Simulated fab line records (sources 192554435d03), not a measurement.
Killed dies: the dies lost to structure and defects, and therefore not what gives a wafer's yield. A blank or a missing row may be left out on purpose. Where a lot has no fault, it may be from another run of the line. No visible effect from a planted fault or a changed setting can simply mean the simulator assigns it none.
8D (eight disciplines) problem report, filled in by code || flow n5 finfet || the parts of the form that need people (team, actions taken, sign-off) are left out

== 1. THE ISSUE ==
Mean of bias w at N5_BEOL_M5_VIA_ETCH_34: 163.0 W across 9 wafers in 3 lots; on wafers with no fault it is 185.0 W (standard deviation 0.55). Measured from the usual mean, that is -40 standard deviations.
The step: etches SiCOH lowk in C4F6/O2, target depth 88.3 nm, time 39.2 s.
Seen first at day 10 15:49 on rie diel-04, wafer L835.1. The record holds 27 wafers of 9 lots with a number at this step. The rule behind "out" and "out of limits": a value lying over 4 standard deviations away from the usual mean. The rest of the wafers with a number are treated as sound.

== 2. WHAT IT IS, AND WHAT IT ISN'T ==
{"question": "which readings at this step", "is": "bias w, rf vpp V", "is not": "drypump motor current A, oes_ar_750_au, oes product au, showerhead plenum p Torr, throttle valve pct"}
{"question": "which lots", "is": "L835, L839, L840", "is not": "L830, L831, L833, L834, L845, L846"}
{"question": "which wafers of those lots", "is": "all that have a number", "is not": "-"}
{"question": "read on which tools", "is": "rie diel-04", "is not": "rie diel-05, rie diel-06"}
{"question": "when", "is": "from day 10 15:49", "is not": "up to then (9 sound wafers); but 9 sound wafers of L834, L845, L846 came after"}

== 3. WHAT RULES OUT EACH SUSPECT ==
Counting: a tool stays on the suspect list if, at a process step up to the reading, it processed all lots that are out and no sound lot following the first of them.
- rie diel-04 at N5_BEOL_M5_ETCH_72 (etches underlayer in N2/H2, target depth 6.5 nm, time 5.2 s): kept. It ran every lot that is out, first L835 (day 10 13:28), and no sound lot after that.
- rie diel-04 at N5_BEOL_M5_ETCH_61 (etches SiARC in CF4, target depth 15.6 nm, time 26 s): kept. It ran every lot that is out, first L835 (day 10 13:29), and no sound lot after that.
- rie diel-04 at N5_BEOL_M5_ETCH_67 (etches SiARC in CF4, target depth 15.6 nm, time 26 s): ruled out as a lasting fault. Sound lots L845 ran on it after its first lot that is out, L835 (day 10 15:42).
- rie diel-04 at N5_BEOL_M5_VIA_ETCH_34 (etches SiCOH lowk in C4F6/O2, target depth 88.3 nm, time 39.2 s): ruled out as a lasting fault. Sound lots L845 ran on it after its first lot that is out, L835 (day 10 15:49).
The count leaves rie diel-04 at N5_BEOL_M5_ETCH_61 and rie diel-04 at N5_BEOL_M5_ETCH_72.

== 4. THE CAUSE (what the simulator had put in) ==
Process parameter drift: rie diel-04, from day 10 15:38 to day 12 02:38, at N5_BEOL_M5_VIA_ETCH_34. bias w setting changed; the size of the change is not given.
Counting left 2 suspects, and this tool is among them.

== 5. SEQUENCE OF EFFECTS, ordered by route ==
Each row: a reading where the mean over the struck wafers with a number is more than 3 standard deviations away from the usual. Only readings whose record carries a usual standard deviation are examined. hours: median over the lots of the time between each lot's start at the first step of this table that gives one and its start at this step. sigmas: the change, counted in usual standard deviations.
{"hours": 0, "step": "N5_BEOL_M5_VIA_ETCH_34", "reading": "bias w", "usual": "185.0 W", "on struck wafers": 163.0, "change": -22.0, "sigmas": -40}
{"hours": 0, "step": "N5_BEOL_M5_VIA_ETCH_34", "reading": "rf vpp V", "usual": "667 V", "on struck wafers": 598, "change": -69, "sigmas": -8.1}
It contains these process steps:
- N5_BEOL_M5_VIA_ETCH_34: etches SiCOH lowk in C4F6/O2, target depth 88.3 nm, time 39.2 s.

== 6. WHAT WOULD HAVE CAUGHT IT SOONER ==
0 hours passed between the start of the fault at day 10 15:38 and the first reading out of limits in this record, taken at day 10 15:49.
